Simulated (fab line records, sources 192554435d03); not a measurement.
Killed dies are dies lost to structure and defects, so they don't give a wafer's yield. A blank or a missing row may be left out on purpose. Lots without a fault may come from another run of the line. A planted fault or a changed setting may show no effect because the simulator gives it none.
Chamber matching | flow n5_finfet | N5_BEOL_M11_PECVD_70 on pecvd-03: 3 sister chambers
The step deposits SiO2 from TEOS/O2, target thk 20 nm, time 22.7 s. 3 wafers are shown with their chamber, then 8 later ones without.

WAFERS WITH THEIR CHAMBER
wafer  | chamber | throttle_valve_pct (%)
L082.6 | 0       | 23.1
L086.3 | 2       | 22.8
L085.1 | 1       | 21.5

WAFERS WITHOUT THEIR CHAMBER
wafer  | throttle_valve_pct (%)
L085.2 | 23.3
L085.5 | 23.4
L088.2 | 21.6
L088.4 | 22.6
L088.5 | 21.7
L094.2 | 22.9
L094.4 | 21.7
L094.5 | 22.7

WHICH CHAMBER EACH WENT THROUGH
wafer  | from the rows above     | in truth
L085.2 | can't be placed: 0 or 2 | 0
L085.5 | can't be placed: 0 or 2 | 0
L088.2 | 1                       | 1
L088.4 | can't be placed: 2 or 0 | 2
L088.5 | 1                       | 1
L094.2 | can't be placed: 2 or 0 | 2
L094.4 | 1                       | 1
L094.5 | can't be placed: 2 or 0 | 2
Placed correctly: 3 of 8. Can't be placed from these rows: 5 (the true chamber is among the candidates in 5). Placed wrongly: 0.
How it was worked out, from the rows above alone: a wafer's distance from a chamber is the root of the sum, over the readings, of the square of ((its reading less the chamber's mean) divided by the reading's scatter). The wafer belongs to the nearest chamber; if the next one is less than 2 further off, it can't be placed. A chamber's mean is the mean of its shown wafers. The scatter: with one shown wafer a chamber, the root of the mean of the squares of how far each hidden wafer lies from its nearest shown one.
